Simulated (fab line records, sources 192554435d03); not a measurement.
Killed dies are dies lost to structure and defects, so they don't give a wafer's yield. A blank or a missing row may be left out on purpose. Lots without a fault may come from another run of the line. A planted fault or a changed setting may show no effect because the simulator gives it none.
fab line records | flow n5_finfet
record lots=11 wafers=32 last_day=17
route steps=1938 shown BEOL_M7@1314 MIM_BOT_LITHO@1865 TV_LITHO@1883 PASSIVATION@1909
lots that met no fault: from a run of the same line without faults
start_h: hours from the record's first day to the start of the lot's first wafer shown | wait_h: hours since the lot's step before | " the same as in the row above | L1.1+2: a row that stands for several wafers | - no value, or no start given | * or withheld: withheld | < > ~ a bound
route shown NAME@n: a module of which the file shows steps, and the number in the route of the first | usual: mean/standard deviation of fault-free wafers | same: alike in all rows | chamber/n: place in a boat | sites: the reading at each site | _std_site: their standard deviation | _edge_site: outer sites' mean less inner sites' | radius_mm: how far each site lies from the wafer's centre | mask NAME#n: copy n | behind: the tool/chamber that last shaped the wafer | hold: why the lot was held/for how many hours/how that ended | device: the transistor (n, p or np) that didn't switch | end of line: the same wafers' tests at the end of the route | a step without rows: its recipe alone | killed: dies lost to structure and defects at the first sort, not the wafer's yield | map: a wafer's dies, x killed, . not, _ none there
set.NAME: the setting as run; set.NAME@STEP: as run at that earlier step | model.NAME: the simulator's own value behind a step, which no gauge read
steps of the route over a sample of lots; a table a step, a row a wafer
services: from which hour (start_h, from the record's first day; less than 0 if before it) a tool's chamber was out of use, for how many hours, and why
## steps
# step N5_BEOL_M7_PRECLEAN_42
# recipe chemistry=residue_remover time_s=60 temp_c=40
# columns lot.wafer tool chamber start_h wait_h
L607.2+3+4 wet_bench-01 7,2,1 190.39 0.0
L608.3+5 wet_bench-01 5,7 199.35 0.0
L609.1+2+5 wet_bench-01 0,6,5 201.38 0.0
L610.1+2+3 wet_bench-01 2,4,1 215.57 0.0
L613.2+4+5 wet_bench-01 4,7,3 227.86 0.0
L612.1+4+6 wet_bench-03 2,1,3 230.00 0.0
L614.1+2+3 wet_bench-01 0,1,4 235.92 0.0
L616.2+5+6 wet_bench-03 7,6,5 245.44 0.0
L622.2+3+6 wet_bench-01 6,7,0 293.34 0.0
L625.1+4+6 wet_bench-01 6,1,0 313.47 0.0
L626.1+3+5 wet_bench-02 6,3,4 324.69 0.0
# step N5_MIM_BOT_LITHO_DESCUM_10
# recipe chemistry=O2 time_s=7.9 source_power_w=50 bias_power_w=20 pressure_mtorr=20 rf_frequency_hz=2.712e+07 temp_c=40 o2_flow_sccm=225
# usual bias_power_w=20.00/0.061 drypump_motor_current_A=5.7/0.63 oes_product_au=0.82/0.06 rf_fwd_power_W=49.60/0.19 rf_vpp_V=242.7/1.5 showerhead_plenum_p_Torr=2.08/0.083 throttle_valve_pct=20.41/0.22
# columns lot.wafer tool chamber start_h wait_h bias_power_w drypump_motor_current_A oes_product_au rf_fwd_power_W rf_hours_counter_h rf_vpp_V showerhead_plenum_p_Torr throttle_valve_pct
L607.2 rie_diel-03 2 261.92 0.1 19.94 4.8 0.86 49.57 62 243.2 2.05 20.16
L607.3 " 3 " " 19.92 6.5 0.87 49.81 53 244.4 2.21 20.13
L607.4 " 0 " " 19.96 5.0 0.84 49.76 - 243.1 2.14 20.71
L608.3 rie_diel-04 0 263.14 0.0 20.01 5.5 0.72 49.34 166 241.4 1.99 20.42
L608.5 " 0 " " 20.04 5.5 0.73 49.13 - 241.2 1.99 20.44
L609.1 rie_diel-03 3 266.03 0.0 19.98 6.5 0.86 49.87 55 245.6 2.21 20.14
L609.2 " 0 " " 19.94 5.0 0.84 49.51 72 244.1 2.14 20.72
L609.5 " 2 " " 19.94 4.8 0.85 49.79 - 241.3 2.05 20.16
L610.1 rie_diel-04 0 284.44 0.0 19.99 5.5 0.72 49.38 175 241.3 1.99 20.45
L610.2 " 2 " " 19.95 5.8 0.95 49.61 5 242.3 2.04 20.15
L610.3 " 3 " " 20.01 5.7 0.81 49.64 104 243.1 2.05 20.79
L613.2 rie_diel-04 3 294.26 0.2 20.05 5.6 0.81 49.64 109 243.1 2.05 20.80
L613.4 " 3 " " 19.97 5.7 0.81 49.68 - 242.1 2.05 20.80
L613.5 " 2 " " 20.11 5.9 0.93 49.67 - 241.9 2.04 20.17
L614.1 rie_diel-03 3 299.13 0.0 19.94 6.5 0.84 49.66 67 246.1 2.20 20.14
L614.2 " 2 " " 20.04 4.8 0.84 49.57 76 242.4 2.05 20.17
L614.3 " 0 " " 20.03 5.0 0.83 49.47 83 242.8 2.13 20.74
L612.1 rie_diel-03 2 299.32 0.0 20.02 4.8 0.85 49.49 76 241.0 2.05 20.16
L612.4 " 3 " " 19.94 6.5 0.85 49.82 67 246.1 2.20 20.14
L612.6 " 3 " " 19.92 6.5 0.86 49.90 - 244.3 2.20 20.15
L616.2 rie_diel-04 2 323.01 0.0 20.10 5.8 0.91 49.68 20 243.7 2.03 20.18
L616.5 " 0 " " 20.07 5.5 0.71 49.49 - 240.7 1.98 20.47
L616.6 " 3 " " 20.08 5.6 0.80 50.14 - 243.3 2.04 20.81
L622.2 rie_diel-06 1 376.40 0.0 19.99 4.8 0.75 49.33 161 241.0 1.98 20.45
L622.3 " 3 " " 20.00 6.7 0.84 49.37 79 242.3 2.05 20.61
L622.6 " 1 " " 20.10 4.8 0.75 49.45 - 242.8 1.98 20.45
L625.1 rie_diel-06 1 381.73 0.0 19.96 4.8 0.76 49.79 164 243.2 1.98 20.45
L625.4 " 2 " " 20.07 5.3 0.86 49.52 - 245.3 2.21 20.30
L625.6 " 1 " " 19.95 4.8 0.76 49.64 - 241.8 1.98 20.45
L626.1 rie_diel-04 1 392.06 0.0 19.98 6.1 0.77 49.50 123 241.0 2.03 20.46
L626.3 " 2 " " 20.02 5.8 0.87 49.26 44 243.0 2.02 20.20
L626.5 " 0 " " 19.92 5.5 0.70 49.38 - 240.8 1.97 20.50
# step N5_PASSIVATION_CD_MEAS_10
# recipe target_cd_nm=3000 landing_energy_ev=500 detector=se_inlens
# usual cd_nm=2999.6/2.2
# columns lot.wafer tool chamber start_h wait_h cd_nm
L607.2 cd_sem-03 0 263.34 - 2996.4
L607.3 " 0 " " 2997.1
L607.4 " 0 " " 2998.0
L608.3 cd_sem-03 0 264.69 - 3001.4
L608.5 " 0 " " 2999.5
L609.1 cd_sem-02 0 268.15 - 3000.1
L609.2 " 0 " " 2998.1
L609.5 " 0 " " 2998.3
L610.1 cd_sem-02 0 285.86 - 2999.0
L610.2 " 0 " " 3000.0
L610.3 " 0 " " 2998.7
L613.2 cd_sem-02 0 296.63 - 2999.9
L613.4 " 0 " " 2998.2
L613.5 " 0 " " 2999.2
L614.1 cd_sem-01 0 302.32 - 2996.6
L614.2 " 0 " " 2999.4
L614.3 " 0 " " 2998.2
L612.1 cd_sem-03 0 302.76 - 3002.9
L612.4 " 0 " " 2999.5
L612.6 " 0 " " 2999.4
L616.2 cd_sem-01 0 324.53 - 3000.6
L616.5 " 0 " " 3000.8
L616.6 " 0 " " 2996.5
L622.2 cd_sem-02 0 378.78 - 2997.1
L622.3 " 0 " " 2997.7
L622.6 " 0 " " 3002.1
L625.1 cd_sem-03 0 384.94 - 2999.1
L625.4 " 0 " " 2996.9
L625.6 " 0 " " 3000.7
L626.1 cd_sem-01 0 396.62 - 2999.3
L626.3 " 0 " " 3003.2
L626.5 " 0 " " 2998.3
# step N5_PASSIVATION_AL_ETCH_33
# recipe chemistry=Cl2/BCl3 target_depth_a=28000 over_etch_frac=0.15 Cl2_flow_sccm=180 bcl3_flow_sccm=60 target=Al stop_on=TaN time_s=466.7 ion_energy_ev=100 pressure_mtorr=10 icp_w=900 bias_w=100
# usual drypump_motor_current_A=5.9/0.32 mfc_cl2_sccm=180.0/0.54 oes_product_au=0.73/0.067 rf_fwd_power_W=898.5/2.8 throttle_valve_pct=34.24/0.3
# columns lot.wafer tool chamber start_h wait_h drypump_motor_current_A mfc_cl2_sccm oes_product_au rf_fwd_power_W rf_hours_counter_h throttle_valve_pct
L607.2 rie_metal-01 0 265.25 0.1 5.7 179.8 0.78 898.9 14 33.81
L607.3 " 0 " " 5.7 178.9 0.79 896.6 - 33.78
L607.4 " 1 " " 6.1 179.3 0.76 895.3 - 34.57
L608.3 rie_metal-03 1 268.27 0.2 5.5 180.2 0.64 901.5 - 34.41
L608.5 " 0 " " 5.6 180.2 0.87 895.1 - 34.08
L609.1 rie_metal-01 1 270.83 0.1 6.0 179.6 0.76 904.2 26 34.56
L609.2 " 0 " " 5.7 180.3 0.77 895.3 15 33.83
L609.5 " 0 " " 5.7 180.2 0.78 900.3 - 33.80
L610.1 rie_metal-02 0 288.12 0.1 6.3 180.7 0.77 892.2 18 34.42
L610.2 " 1 " " 6.5 179.0 0.62 897.2 84 34.22
L610.3 " 0 " " 6.3 179.7 0.76 896.5 - 34.42
L613.2 rie_metal-01 1 298.49 0.1 6.1 179.4 0.76 896.3 29 34.59
L613.4 " 1 " " 6.0 180.4 0.75 899.0 - 34.60
L613.5 " 1 " " 6.1 180.3 0.75 895.8 - 34.59
L614.1 rie_metal-01 1 304.58 0.1 6.1 179.3 0.74 903.5 30 34.57
L614.2 " 0 " " 5.7 180.2 0.78 903.2 18 33.80
L614.3 " 1 " " 6.1 180.1 0.74 901.5 - 34.60
L612.1 rie_metal-03 1 304.93 0.1 5.5 179.2 0.63 895.4 81 34.39
L612.4 " 0 " " 5.7 180.5 0.87 899.8 - 33.99
L612.6 " 1 " " 5.5 180.0 0.65 895.6 - 34.38
L616.2 rie_metal-01 0 326.65 0.1 5.7 179.9 0.76 897.7 20 33.84
L616.5 " 1 " " 6.1 180.1 0.74 903.1 - 34.57
L616.6 " 0 " " 5.7 180.1 0.76 895.5 - 33.82
L622.2 rie_metal-02 1 380.79 0.1 6.5 180.0 0.60 897.9 91 34.25
L622.3 " 1 " " 6.5 180.3 0.61 903.1 - 34.23
L622.6 " 1 " " 6.5 179.3 0.61 904.0 - 34.23
L625.1 rie_metal-01 1 386.78 0.1 6.1 179.9 0.74 901.2 38 34.57
L625.4 " 0 " " 5.7 178.6 0.73 899.2 - 33.86
L625.6 " 1 " " 6.1 180.6 0.74 897.8 - 34.54
L626.1 rie_metal-02 0 399.01 0.1 6.3 180.6 0.74 894.2 26 34.42
L626.3 " 0 " " 6.3 180.5 0.73 894.8 - 34.44
L626.5 " 1 " " 6.5 179.8 0.60 899.4 - 34.22
# step N5_PASSIVATION_PROBE_49
# usual defect_limited_yield=91.0/1.3 killed_at_M0_to_M3=36/9.5 killed_at_M4_up=14/5.6 killed_at_contacts=12/6.4 killed_at_front_end=40/10 killed_at_other=3.2/3 killed_dies=107/15 killed_open=69/12 killed_short=35/7.7 sort_bin_5_function=5.3/0.91 sort_bin_6_memory=3.3/0.65 sort_bin_8_speed=0.00/0.012 sort_n_pass=1073/15 sort_yield_pct=91.0/1.3
# same gross_dies=1180 killed_at_back_side=0 sort_bin_4_leakage[%]=0
# columns lot.wafer tool chamber start_h wait_h defect_limited_yield[%] killed_at_M0_to_M3 killed_at_M4_up killed_at_contacts killed_at_front_end killed_at_other killed_dies killed_open killed_short sort_bin_5_function[%] sort_bin_6_memory[%] sort_bin_8_speed[%] sort_n_pass sort_yield_pct[%]
L613.2 prober-01 - 303.37 0.1 88.0 35 27 15 60 5 142 103 33 7.4 4.1 0 1038 88.0
L613.4 prober-01 - 303.47 0.2 91.9 20 21 13 33 8 95 66 29 5.0 2.8 0 1085 91.9
L613.5 prober-01 - 303.52 0.2 91.2 24 15 16 47 2 104 70 33 5.6 2.9 0 1076 91.2
L616.2 prober-02 - 333.02 0.6 90.3 41 20 16 35 2 114 72 40 5.3 4.0 0 1066 90.3
L616.5 prober-02 - 333.17 0.7 91.6 29 17 20 32 1 99 65 32 4.7 3.1 0 1081 91.6
L616.6 prober-02 - 333.22 0.8 90.1 49 11 21 35 1 117 80 36 6.7 3.1 0 1063 90.1
L622.2 prober-02 - 385.79 0.1 85.2 35 85 6 36 13 175 72 38 8.7 3.6 0 1005 85.2
L622.3 prober-02 - 385.84 0.1 78.5 41 169 5 28 11 254 76 32 12.8 5.4 0 926 78.5
L622.6 prober-02 - 385.99 0.3 81.9 33 133 12 34 2 214 47 46 10.8 4.2 0.08 965 81.8
L625.1 prober-01 - 391.61 0.0 85.3 36 86 10 40 1 173 56 36 7.9 4.7 0 1007 85.3
L625.4 prober-01 - 391.76 0.2 84.7 26 107 13 34 0 180 55 27 9.9 2.9 0 1000 84.7
L625.6 prober-01 - 391.86 0.3 81.4 43 136 7 34 0 220 68 28 11.5 3.4 0 960 81.4
# killed by level:class
L613.2 STI_FIN_REVEAL:geometric_particle:open=21 BEOL_M4:geometric_particle:open=15 MOL_CONTACT_COAG:geometric_particle:open=12 BEOL_M2:geometric_particle:open=12 FIN_SAQP:geometric_particle:open=8 GATE_CUT:geometric_particle:short=8 DUMMY_GATE:geometric_particle:open=7 BEOL_M0_SAQP:geometric_particle:open=6
L613.4 BEOL_M4:geometric_particle:open=15 MOL_CONTACT_COAG:geometric_particle:open=9 STI_FIN_REVEAL:geometric_particle:open=8 BEOL_M2:geometric_particle:open=7 FIN_SAQP:geometric_particle:short=5 BEOL_M0_SAQP:geometric_particle:open=5 FIN_SAQP:geometric_particle:open=4 MOL_CONTACT_COAG:geometric_particle:short=4
L613.5 FIN_SAQP:geometric_particle:open=17 MOL_CONTACT_COAG:geometric_particle:open=14 BEOL_M2:geometric_particle:open=10 BEOL_M4:geometric_particle:open=10 GATE_CUT:geometric_particle:short=5 FIN_SAQP:geometric_particle:short=4 DUMMY_GATE:geometric_particle:open=4 BEOL_M1:geometric_particle:open=3
L616.2 MOL_CONTACT_COAG:geometric_particle:open=12 BEOL_M0_SAQP:geometric_particle:open=10 FIN_SAQP:geometric_particle:open=8 BEOL_M0_SAQP:geometric_particle:short=7 BEOL_M1:geometric_particle:open=7 FIN_SAQP:geometric_particle:short=6 BEOL_M2:geometric_particle:open=6 BEOL_M3:geometric_particle:open=6
L616.5 MOL_CONTACT_COAG:geometric_particle:open=19 BEOL_M3:geometric_particle:open=9 FIN_SAQP:geometric_particle:short=7 FIN_SAQP:geometric_particle:open=5 BEOL_M0_SAQP:geometric_particle:short=5 BEOL_M0_SAQP:geometric_particle:open=4 BEOL_M1:geometric_particle:open=4 BEOL_M2:geometric_particle:open=4
L616.6 MOL_CONTACT_COAG:geometric_particle:open=16 BEOL_M0_SAQP:geometric_particle:open=11 BEOL_M1:geometric_particle:open=10 STI_FIN_REVEAL:geometric_particle:open=9 BEOL_M2:geometric_particle:open=9 BEOL_M0_SAQP:geometric_particle:short=6 GATE_CUT:geometric_particle:short=5 MOL_CONTACT_COAG:geometric_particle:short=5
L622.2 BEOL_M7:unspecified=65 BEOL_M4:geometric_particle:open=9 DUMMY_GATE:geometric_particle:open=8 STI_FIN_REVEAL:geometric_particle:open=7 BEOL_M0_SAQP:geometric_particle:open=7 BEOL_M3:geometric_particle:open=7 BEOL_M0_SAQP:geometric_particle:short=6 MIM_TOP_ETCH:geometric_particle:open=6
L622.3 BEOL_M7:unspecified=146 BEOL_M4:geometric_particle:open=13 BEOL_M0_SAQP:geometric_particle:short=9 BEOL_M2:geometric_particle:open=8 BEOL_M0_SAQP:geometric_particle:open=6 BEOL_M1:geometric_particle:open=6 STI_FIN_REVEAL:geometric_particle:open=5 FIN_SAQP:geometric_particle:open=4
L622.6 BEOL_M7:unspecified=120 FIN_SAQP:geometric_particle:short=17 BEOL_M0_SAQP:geometric_particle:short=10 MOL_CONTACT_COAG:geometric_particle:open=8 BEOL_M0_SAQP:geometric_particle:open=8 BEOL_M4:geometric_particle:open=6 GATE_CUT:geometric_particle:short=5 BEOL_M1:geometric_particle:open=5
L625.1 BEOL_M7:unspecified=80 BEOL_M0_SAQP:geometric_particle:short=11 FIN_SAQP:geometric_particle:short=10 BEOL_M0_SAQP:geometric_particle:open=9 STI_FIN_REVEAL:geometric_particle:open=8 MOL_CONTACT_COAG:geometric_particle:open=7 FIN_SAQP:geometric_particle:open=6 BEOL_M2:geometric_particle:open=5
L625.4 BEOL_M7:unspecified=98 MOL_CONTACT_COAG:geometric_particle:open=13 STI_FIN_REVEAL:geometric_particle:open=7 BEOL_M0_SAQP:geometric_particle:open=6 FIN_SAQP:geometric_particle:open=5 BEOL_M4:geometric_particle:open=5 BEOL_M0_SAQP:geometric_particle:short=5 BEOL_M2:geometric_particle:open=5
L625.6 BEOL_M7:unspecified=124 BEOL_M0_SAQP:geometric_particle:open=14 BEOL_M0_SAQP:geometric_particle:short=11 MOL_CONTACT_COAG:geometric_particle:open=7 FIN_SAQP:geometric_particle:open=6 BEOL_M2:geometric_particle:open=6 FIN_SAQP:geometric_particle:short=5 STI_FIN_REVEAL:geometric_particle:open=5
## services
# columns tool chamber start_h hours kind
rie_metal-02 - 177.85 0.3 repair
rie_metal-01 0 188.31 14.9 repair
rie_metal-03 0 231.55 - clean
rie_diel-04 2 239.29 - clean
rie_diel-04 2 239.29 - consumable_replace:focus_ring
rie_diel-04 2 239.29 25.0 scheduled_down
rie_diel-04 2 239.29 25.0 vent_cycle
rie_diel-03 1 241.09 - clean
rie_diel-03 1 241.09 - consumable_replace:focus_ring
rie_diel-03 1 241.09 - consumable_replace:showerhead
rie_diel-06 2 243.08 8.3 repair
rie_metal-01 - 249.72 2.8 pm
rie_metal-01 - 255.36 4.0 pm
rie_diel-06 2 268.31 - clean
rie_diel-06 2 268.31 - consumable_replace:focus_ring
rie_diel-06 2 268.31 - consumable_replace:showerhead
rie_diel-04 3 281.53 2.6 repair
rie_metal-02 - 304.64 2.8 pm
rie_diel-04 - 311.41 0.7 repair
wet_bench-03 - 319.39 1.6 repair
wet_bench-03 - 336.33 27.5 repair
rie_diel-06 0 356.03 43.4 repair
rie_diel-03 0 388.66 19.8 repair
wet_bench-02 - 390.37 0.7 repair
## key
first_sign step=N5_PASSIVATION_PROBE_49 reading=killed_at_M4_up direction=up sigmas=19 usual=14 struck=119
effect step=N5_PASSIVATION_PROBE_49 reading=defect_limited_yield direction=down sigmas=6.2 usual=91.0 struck=82.8
more_kills_born_at N5_BEOL_M7_PRECLEAN_42@wet_bench-01=633
met_at N5_BEOL_M7_PRECLEAN_42
struck_lots L622,L625
not_acting_at N5_MIM_BOT_LITHO_DESCUM_10,N5_PASSIVATION_CD_MEAS_10,N5_PASSIVATION_AL_ETCH_33
onset_between 235.92 293.34
fault kind=chamber_particle_source tool=wet_bench-01 chamber=- onset_h=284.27 steps=N5_BEOL_M7_PRECLEAN_42 rate_per_visit_cm2=1.467 end_h=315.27
